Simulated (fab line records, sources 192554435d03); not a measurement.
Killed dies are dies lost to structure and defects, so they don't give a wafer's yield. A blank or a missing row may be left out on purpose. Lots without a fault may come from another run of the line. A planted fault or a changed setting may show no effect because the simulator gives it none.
Split-lot experiment | flow n5_finfet | 7 lots, 21 wafers read, on a route of 1938 steps

THE SPLIT
At N5_SDB_EXPOSE_08 (exposes mask SDB), the setting dose_mj was moved away from the recipe's 49.6 on 2 of the 21 wafers read, by -6.4% to -3.2%. The other wafers ran this setting at the recipe's value.

FROM THE SPLIT TO THE READING: what the file shows between them, 2 steps
- N5_SDB_PEB_09: peb time 60 s
- N5_SDB_DEVELOP_10: develop time 30 s

THE READING
cd_nm, in nm, at N5_SDB_CD_MEAS_11 (target cd 50 nm). Fault-free wafers of this fab line usually give 50.4 nm, standard deviation 1.1 nm.

wafer  | tool, chamber at the split | dose_mj as run | against the recipe | cd_nm, nm | against lot-mates on the recipe
L074.4 | arfi_scanner-03, 0         | 49.6           | recipe             | 49.9      | -
L074.5 | arfi_scanner-03, 0         | 49.6           | recipe             | 52.2      | -
L074.6 | arfi_scanner-03, 0         | 49.6           | recipe             | 49.4      | -
L077.4 | arfi_scanner-01, 0         | 49.6           | recipe             | 50.3      | -
L077.5 | arfi_scanner-01, 0         | 49.6           | recipe             | 50.8      | -
L077.6 | arfi_scanner-01, 0         | 49.6           | recipe             | 49.8      | -
L083.2 | arfi_scanner-01, 0         | 49.6           | recipe             | 50.4      | -
L083.3 | arfi_scanner-01, 0         | 49.6           | recipe             | 50.6      | -
L083.6 | arfi_scanner-01, 0         | 49.6           | recipe             | 51.5      | -
L087.2 | arfi_scanner-01, 0         | 48.02          | -3.2%              | 46.6      | -4.7
L087.3 | arfi_scanner-01, 0         | 49.6           | recipe             | 51.4      | -
L087.4 | arfi_scanner-01, 0         | 49.6           | recipe             | 51.3      | -
L095.1 | arfi_scanner-03, 0         | 49.6           | recipe             | 49.3      | -
L095.3 | arfi_scanner-03, 0         | 49.6           | recipe             | 49.7      | -
L095.5 | arfi_scanner-03, 0         | 49.6           | recipe             | 51.7      | -
L096.3 | arfi_scanner-02, 0         | 49.6           | recipe             | 50.2      | -
L096.4 | arfi_scanner-02, 0         | 46.45          | -6.4%              | 42.8      | -8.2
L096.5 | arfi_scanner-02, 0         | 49.6           | recipe             | 51.7      | -
L097.2 | arfi_scanner-01, 0         | 49.6           | recipe             | 50.6      | -
L097.3 | arfi_scanner-01, 0         | 49.6           | recipe             | 48.9      | -
L097.6 | arfi_scanner-01, 0         | 49.6           | recipe             | 49.5      | -

THE FIT
A straight line over all 21 wafers: cd_nm changes by +1.21 nm for each +1% of dose_mj; r = +0.90; the points scatter about the line by 0.92 nm.
The same after taking each lot's own level away (the mean of its wafers on the recipe; 21 wafers): +1.32 nm for each +1%; r = +0.93; scatter 0.79 nm.
On that fit, the largest move of dose_mj shifts the reading by 8.4 nm.
The lots' own levels span 49.67 to 51.35 nm, that is 1.5 times the standard deviation above.
So the lot-to-lot level changes the slope little: the two slopes agree.
Check: with one of the wafers moved furthest among these (-6.4%) left out of the fit, the line predicts -9.47 nm for it against its lot-mates. It came out at -8.15 nm against them.

THE FILE'S OWN FIT
cd_nm changes by +1.33 nm for each +1% of dose_mj, r = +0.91.
